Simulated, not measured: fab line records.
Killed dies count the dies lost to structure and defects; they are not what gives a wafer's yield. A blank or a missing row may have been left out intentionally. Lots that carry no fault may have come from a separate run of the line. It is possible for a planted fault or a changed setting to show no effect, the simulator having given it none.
Which tool is to blame?	flow n5 finfet	21 lots with 63 wafers sampled at 6 steps, on a route of 1938 steps

WHAT THE GAUGES SHOWED, per wafer
The record lacks any reading of a measuring or inspecting step that a usual standard deviation could be used to judge.

TOOL THAT RAN EACH LOT (tool first, then ch and the chambers of the sampled wafers, then the start)
lot	N5_BEOL_M0_SAQP_DESCUM_45	N5_BEOL_M0_SAQP_ETCH_49	N5_BEOL_M0_SPUTTER_141	N5_BEOL_M0_ANNEAL_119	N5_BEOL_M1_ETCH_63	N5_BEOL_M1_STRIP_66
L074	rie diel-01 ch 0,2,3, day 5 16:05	rie diel-03 ch 0,1,2, day 5 17:26	pvd sputter-01, day 5 22:08	rtp anneal-01 ch 0, day 5 22:49	rie diel-03 ch 0,1, day 6 01:39	rie diel-03 ch 0,1, day 6 01:49
L075	rie diel-01 ch 0,3, day 5 23:59	rie diel-01 ch 0,2, day 6 00:53	pvd sputter-02, day 6 06:17	rtp anneal-02 ch 0, day 6 06:36	rie diel-01 ch 0,1,2, day 6 10:04	rie diel-01 ch 0,1,2, day 6 10:13
L076	rie diel-03 ch 1,3, day 6 06:26	rie diel-02 ch 1,2, day 6 07:16	pvd sputter-03, day 6 12:07	rtp anneal-01 ch 0, day 6 12:21	rie diel-02 ch 1,2, day 6 14:58	rie diel-02 ch 1,2, day 6 15:08
L077	rie diel-02 ch 0,2, day 6 12:26	rie diel-02 ch 0,2,3, day 6 13:15	pvd sputter-02, day 6 17:43	rtp anneal-01 ch 0, day 6 17:54	rie diel-01 ch 0,1, day 6 20:32	rie diel-01 ch 0,1, day 6 20:41
L078	rie diel-01 ch 0,2,3, day 6 15:42	rie diel-01 ch 0,1,3, day 6 16:31	pvd sputter-02, day 6 20:19	rtp anneal-02 ch 0, day 6 20:30	rie diel-02 ch 0,2,3, day 6 23:17	rie diel-02 ch 0,2,3, day 6 23:27
L079	rie diel-01 ch 1,2,3, day 6 18:37	rie diel-01 ch 1,2,3, day 6 19:32	pvd sputter-01, day 7 02:31	rtp anneal-01 ch 0, day 7 02:43	rie diel-03 ch 0,2,3, day 7 04:44	rie diel-03 ch 0,2,3, day 7 04:54
L080	rie diel-02 ch 0,1,3, day 7 02:41	rie diel-03 ch 1,2,3, day 7 03:41	pvd sputter-02, day 7 11:37	rtp anneal-02 ch 0, day 7 11:49	rie diel-01 ch 1,2,3, day 7 13:53	rie diel-01 ch 1,2,3, day 7 14:02
L081	rie diel-02 ch 1,2, day 7 13:04	rie diel-03 ch 1,2,3, day 7 13:52	pvd sputter-03, day 7 19:28	rtp anneal-01 ch 0, day 7 19:39	rie diel-03 ch 0,1, day 7 21:54	rie diel-03 ch 0,1, day 7 22:03
L082	rie diel-02 ch 0,1,3, day 7 16:56	rie diel-02 ch 0,1, day 7 17:49	pvd sputter-02, day 7 23:03	rtp anneal-01 ch 0, day 7 23:19	rie diel-01 ch 0,1,2, day 8 02:28	rie diel-01 ch 0,1,2, day 8 02:37
L084	rie diel-01 ch 1,2,3, day 8 07:22	rie diel-03 ch 0,1,2, day 8 08:10	pvd sputter-03, day 8 13:52	rtp anneal-01 ch 0, day 8 14:04	rie diel-03 ch 0,1,3, day 8 16:35	rie diel-03 ch 0,1,3, day 8 16:44
L086	rie diel-03 ch 0,3, day 8 22:19	rie diel-03 ch 0,1,3, day 8 23:17	pvd sputter-02, day 9 05:45	rtp anneal-01 ch 0, day 9 06:26	rie diel-03 ch 2,3, day 9 09:37	rie diel-03 ch 2,3, day 9 09:46
L087	rie diel-01 ch 1,2,3, day 9 00:48	rie diel-03 ch 0,1,3, day 9 01:38	pvd sputter-01, day 9 07:16	rtp anneal-01 ch 0, day 9 09:13	rie diel-01 ch 1,2,3, day 9 12:39	rie diel-01 ch 1,2,3, day 9 12:48
L088	rie diel-01 ch 1,2,3, day 9 02:50	rie diel-02 ch 0,1,2, day 9 03:39	pvd sputter-03, day 9 06:59	rtp anneal-01 ch 0, day 9 09:02	rie diel-03 ch 0,3, day 9 12:29	rie diel-03 ch 0,3, day 9 12:38
L089	rie diel-02 ch 1,2, day 9 11:03	rie diel-01 ch 1,2,3, day 9 12:15	pvd sputter-02, day 9 17:51	rtp anneal-02 ch 0, day 9 18:04	rie diel-03 ch 2,3, day 9 20:28	rie diel-03 ch 2,3, day 9 20:37
L090	rie diel-01 ch 1,2,3, day 9 14:57	rie diel-01 ch 1,2,3, day 9 15:46	pvd sputter-03, day 9 20:26	rtp anneal-02 ch 0, day 9 20:40	rie diel-02 ch 0,2,3, day 9 23:49	rie diel-02 ch 0,2,3, day 9 23:59
L091	rie diel-03 ch 0,2,3, day 9 20:05	rie diel-02 ch 0,3, day 9 21:25	pvd sputter-01, day 10 01:18	rtp anneal-02 ch 0, day 10 01:32	rie diel-01 ch 1,3, day 10 04:47	rie diel-01 ch 1,3, day 10 04:56
L092	rie diel-03 ch 0,1,2, day 10 03:37	rie diel-03 ch 0,2,3, day 10 04:55	pvd sputter-02, day 10 08:55	rtp anneal-01 ch 0, day 10 09:13	rie diel-01 ch 1,2,3, day 10 12:01	rie diel-01 ch 1,2,3, day 10 12:10
L093	rie diel-01 ch 1,2,3, day 10 12:35	rie diel-02 ch 1,2,3, day 10 14:10	pvd sputter-03, day 10 20:14	rtp anneal-01 ch 0, day 10 20:25	rie diel-01 ch 1,2,3, day 11 00:42	rie diel-01 ch 1,2,3, day 11 00:52
L094	rie diel-03 ch 0,1,3, day 10 18:13	rie diel-01 ch 1,3, day 10 19:10	pvd sputter-03, day 10 23:25	rtp anneal-02 ch 0, day 10 23:39	rie diel-01 ch 1,2,3, day 11 02:10	rie diel-01 ch 1,2,3, day 11 02:19
L096	rie diel-01 ch 1,2,3, day 11 10:11	rie diel-01 ch 1,2,3, day 11 11:01	pvd sputter-02, day 11 20:46	rtp anneal-01 ch 0, day 11 21:11	rie diel-03 ch 0,1,2, day 12 00:00	rie diel-03 ch 0,1,2, day 12 00:10
L097	rie diel-02 ch 1,3, day 11 10:17	rie diel-01 ch 0,2,3, day 11 11:08	pvd sputter-03, day 11 22:37	rtp anneal-01 ch 0, day 11 22:55	rie diel-01 ch 1,3, day 12 02:24	rie diel-01 ch 1,3, day 12 02:34
- N5_BEOL_M0_SAQP_DESCUM_45: chemistry O2, time 7 s.
- N5_BEOL_M0_SAQP_ETCH_49: etches SiO2 in CF4/O2, target depth 37 nm.
- N5_BEOL_M0_SPUTTER_141: material Cu, target thk 4 nm, time 7.37 s.
- N5_BEOL_M0_ANNEAL_119: time 90 s.
- N5_BEOL_M1_ETCH_63: etches SiARC in CF4, target depth 15.6 nm, time 26 s.
- N5_BEOL_M1_STRIP_66: strips in CF4.

WHAT THE TOOLS THEMSELVES READ (means of the sampled wafers that have a number; where no wafer has one, the mark that the record gives instead)
N5_BEOL_M0_SAQP_DESCUM_45. Usual: drypump motor current A 5.7 A, standard deviation 0.37; oes product au 0.76 a.u., standard deviation 0.076; rf vpp V 243.0 V, standard deviation 1.3; showerhead plenum p Torr 2.07 Torr, standard deviation 0.062; throttle valve pct 20.46 %, standard deviation 0.21.
lot	tool	drypump motor current A (A)	oes product au (a.u.)	rf vpp V (V)	showerhead plenum p Torr (Torr)	throttle valve pct (%)	flag
L074	rie diel-01	5.8	0.74	242.1	2.06	20.41	
L075	rie diel-01	5.5	0.72	243.1	2.09	20.47	
L076	rie diel-03	5.9	0.75	242.4	2.05	20.54	
L077	rie diel-02	5.5	0.72	243.1	2.07	20.62	
L078	rie diel-01	5.8	0.73	241.8	2.06	20.43	
L079	rie diel-01	5.7	0.74	242.9	2.06	20.42	
L080	rie diel-02	5.8	0.84	243.2	2.07	20.21	
L081	rie diel-02	5.4	0.79	243.3	2.08	20.49	
L082	rie diel-02	5.8	0.83	242.3	2.07	20.22	
L084	rie diel-01	5.7	0.73	243.0	2.06	20.44	
L086	rie diel-03	5.7	0.73	242.5	2.07	20.59	
L087	rie diel-01	5.7	0.73	242.4	2.06	20.44	
L088	rie diel-01	5.7	0.74	242.1	2.05	20.45	
L089	rie diel-02	5.4	0.77	242.4	2.07	20.52	
L090	rie diel-01	5.7	0.73	242.5	2.05	20.44	
L091	rie diel-03	5.8	0.81	243.5	2.14	20.60	
L092	rie diel-03	6.0	0.81	244.2	2.19	20.63	
L093	rie diel-01	5.7	0.72	243.5	2.05	20.47	
L094	rie diel-03	5.9	0.72	243.1	2.11	20.64	
L096	rie diel-01	5.7	0.72	242.8	2.05	20.47	
L097	rie diel-02	5.6	0.85	243.6	2.06	20.14	

N5_BEOL_M0_SAQP_ETCH_49. Usual: O2_flow_sccm 10.00 sccm, standard deviation 0.031; drypump motor current A 5.7 A, standard deviation 0.37; oes product au 0.75 a.u., standard deviation 0.066; rf vpp V 241 V, standard deviation 8.9; showerhead plenum p Torr 2.19 Torr, standard deviation 0.062; throttle valve pct 15.94 %, standard deviation 0.25.
lot	tool	O2_flow_sccm (sccm)	drypump motor current A (A)	oes product au (a.u.)	rf vpp V (V)	showerhead plenum p Torr (Torr)	throttle valve pct (%)	flag
L074	rie diel-03	10.00	6.0	0.74	244	2.21	16.06	
L075	rie diel-01	10.05	5.8	0.73	250	2.16	15.82	
L076	rie diel-02	9.99	5.4	0.79	244	2.18	15.89	
L077	rie diel-02	9.99	5.6	0.75	238	2.20	15.89	
L078	rie diel-01	9.98	5.5	0.73	242	2.20	15.96	
L079	rie diel-01	10.00	5.7	0.75	243	2.18	15.97	
L080	rie diel-03	10.05	6.0	0.73	235	2.16	16.09	
L081	rie diel-03	10.00	6.0	0.73	237	2.16	16.08	
L082	rie diel-02	9.98	6.0	0.86	240	2.19	15.89	
L084	rie diel-03	10.00	6.0	0.72	245	2.21	16.10	
L086	rie diel-03	10.00	5.9	0.74	241	2.22	16.02	
L087	rie diel-03	9.99	5.9	0.73	242	2.22	16.01	
L088	rie diel-02	10.00	5.7	0.78	239	2.19	16.03	
L089	rie diel-01	10.01	5.7	0.74	242	2.18	15.98	
L090	rie diel-01	10.02	5.7	0.74	243	2.18	16.00	
L091	rie diel-02	9.98	6.0	0.74	235	2.21	16.01	
L092	rie diel-03	9.98	5.8	0.80	240	2.22	15.86	
L093	rie diel-02	10.01	5.4	0.79	243	2.18	15.74	
L094	rie diel-01	9.99	5.5	0.72	236	2.20	16.10	
L096	rie diel-01	9.96	5.7	0.72	242	2.17	16.04	
L097	rie diel-01	10.02	5.7	0.71	248	2.16	15.95	

N5_BEOL_M0_SPUTTER_141. Usual: chamber pressure pa 0.07 Pa, standard deviation 0.00014; throttle valve pct 29.8 %, standard deviation 0.75.
lot	tool	chamber pressure pa (Pa)	throttle valve pct (%)	flag
L074	pvd sputter-01	0.07	29.8	
L075	pvd sputter-02	0.07	28.9	
L076	pvd sputter-03	0.07	29.8	
L077	pvd sputter-02	0.07	30.1	
L078	pvd sputter-02	0.07	30.7	
L079	pvd sputter-01	0.07	30.2	
L080	pvd sputter-02	0.07	28.8	
L081	pvd sputter-03	0.07	29.1	
L082	pvd sputter-02	0.07	29.7	
L084	pvd sputter-03	0.07	30.0	
L086	pvd sputter-02	0.07	29.5	
L087	pvd sputter-01	0.07	29.7	
L088	pvd sputter-03	0.07	29.6	
L089	pvd sputter-02	0.07	29.6	
L090	pvd sputter-03	0.07	29.9	
L091	pvd sputter-01	0.07	29.6	
L092	pvd sputter-02	0.07	30.2	
L093	pvd sputter-03	0.07	29.9	
L094	pvd sputter-03	0.07	29.8	
L096	pvd sputter-02	0.07	29.9	
L097	pvd sputter-03	0.07	30.5	

N5_BEOL_M0_ANNEAL_119. Usual: anneal temp c 224.94 C, standard deviation 0.16; wafer_temp_C_max 226.01, standard deviation 0.26.
lot	tool	anneal temp c (C)	wafer_temp_C_max	flag
L074	rtp anneal-01	225.08	226.05	
L075	rtp anneal-02	224.92	226.25	
L076	rtp anneal-01	224.88	225.84	
L077	rtp anneal-01	224.98	225.92	
L078	rtp anneal-02	224.96	225.93	
L079	rtp anneal-01	224.73	226.25	
L080	rtp anneal-02	224.99	225.87	
L081	rtp anneal-01	225.17	225.75	
L082	rtp anneal-01	224.85	225.69	
L084	rtp anneal-01	224.97	226.10	
L086	rtp anneal-01	224.97	226.16	
L087	rtp anneal-01	224.92	225.92	
L088	rtp anneal-01	224.88	225.66	
L089	rtp anneal-02	225.13	225.96	
L090	rtp anneal-02	225.14	225.98	
L091	rtp anneal-02	225.07	225.80	
L092	rtp anneal-01	224.92	226.22	
L093	rtp anneal-01	224.68	226.35	
L094	rtp anneal-02	224.95	226.05	
L096	rtp anneal-01	225.01	226.15	
L097	rtp anneal-01	225.02	225.87	

N5_BEOL_M1_ETCH_63. Usual: drypump motor current A 5.8 A, standard deviation 0.36; etch rf on time s 26.0 s, standard deviation 1.2; oes product au 0.65 a.u., standard deviation 0.066; rf vpp V 184.0 V, standard deviation 1.1; showerhead plenum p Torr 2.13 Torr, standard deviation 0.065; throttle valve pct 15.71 %, standard deviation 0.22.
lot	tool	drypump motor current A (A)	etch rf on time s (s)	oes product au (a.u.)	rf vpp V (V)	showerhead plenum p Torr (Torr)	throttle valve pct (%)	flag
L074	rie diel-03	5.9	27.3	0.63	185.0	2.22	15.73	
L075	rie diel-01	5.8	25.0	0.65	184.2	2.11	15.68	
L076	rie diel-02	5.4	25.4	0.68	184.0	2.12	15.67	
L077	rie diel-01	5.5	24.9	0.63	184.1	2.14	15.78	
L078	rie diel-02	5.6	25.8	0.65	183.8	2.14	15.65	
L079	rie diel-03	5.8	25.9	0.62	183.8	2.08	15.73	
L080	rie diel-01	5.7	26.1	0.64	183.2	2.12	15.74	
L081	rie diel-03	6.0	26.4	0.64	185.2	2.22	15.87	
L082	rie diel-01	5.8	25.3	0.63	182.8	2.11	15.70	
L084	rie diel-03	5.9	26.1	0.63	184.5	2.16	15.77	
L086	rie diel-03	5.8	24.9	0.72	183.6	2.11	15.60	
L087	rie diel-01	5.7	26.2	0.63	182.9	2.11	15.77	
L088	rie diel-03	5.7	25.9	0.62	183.4	2.09	15.66	
L089	rie diel-03	5.9	24.8	0.78	185.0	2.19	15.55	
L090	rie diel-02	5.6	26.0	0.63	184.4	2.13	15.70	
L091	rie diel-01	5.5	26.2	0.62	183.9	2.14	15.85	
L092	rie diel-01	5.7	26.2	0.62	183.4	2.11	15.78	
L093	rie diel-01	5.7	26.5	0.61	183.7	2.11	15.78	
L094	rie diel-01	5.7	26.4	0.62	183.1	2.11	15.79	
L096	rie diel-03	6.0	26.5	0.68	185.4	2.22	15.74	
L097	rie diel-01	5.4	26.4	0.60	184.4	2.13	15.89	

N5_BEOL_M1_STRIP_66. Usual: drypump motor current A 5.8 A, standard deviation 0.36; oes product au 0.75 a.u., standard deviation 0.07; rf vpp V 270.9 V, standard deviation 1.4; showerhead plenum p Torr 1.79 Torr, standard deviation 0.052; throttle valve pct 13.70 %, standard deviation 0.21.
lot	tool	drypump motor current A (A)	oes product au (a.u.)	rf vpp V (V)	showerhead plenum p Torr (Torr)	throttle valve pct (%)	flag
L074	rie diel-03	5.9	0.75	272.7	1.86	13.73	
L075	rie diel-01	5.8	0.73	270.1	1.77	13.67	
L076	rie diel-02	5.3	0.78	271.1	1.78	13.66	
L077	rie diel-01	5.5	0.71	271.4	1.78	13.72	
L078	rie diel-02	5.6	0.74	271.1	1.78	13.62	
L079	rie diel-03	5.8	0.72	270.4	1.75	13.74	
L080	rie diel-01	5.7	0.74	270.1	1.78	13.72	
L081	rie diel-03	6.1	0.75	272.2	1.86	13.85	
L082	rie diel-01	5.8	0.72	270.3	1.77	13.71	
L084	rie diel-03	5.9	0.73	270.9	1.81	13.76	
L086	rie diel-03	5.8	0.81	270.4	1.77	13.59	
L087	rie diel-01	5.7	0.73	269.6	1.77	13.74	
L088	rie diel-03	5.7	0.71	270.8	1.75	13.68	
L089	rie diel-03	5.9	0.88	271.3	1.83	13.50	
L090	rie diel-02	5.6	0.73	270.1	1.78	13.66	
L091	rie diel-01	5.5	0.71	271.3	1.78	13.79	
L092	rie diel-01	5.7	0.72	270.6	1.77	13.77	
L093	rie diel-01	5.7	0.73	269.6	1.77	13.78	
L094	rie diel-01	5.7	0.72	270.5	1.77	13.77	
L096	rie diel-03	6.0	0.79	272.6	1.86	13.72	
L097	rie diel-01	5.4	0.70	270.7	1.78	13.84	

THE ANSWER, worked out from the rows above alone
Rule: a lot is off if the mean of its wafers that have a number lies more than 3 standard deviations from the usual mean. Also off: a lot with no number at a reading for which 4 or more lots have one. Where the step has rows for the other lots, those lots are counted as sound. First the gauges in route order, then the tools' own readings, where a lot's mean is used as printed above. At the first step where some lot is off, the reading lying furthest off is the one used; lots without a number count as furthest.
No lot is off on any of the readings shown, so nothing can be concluded from this.

WHAT THE SIMULATOR PUT IN
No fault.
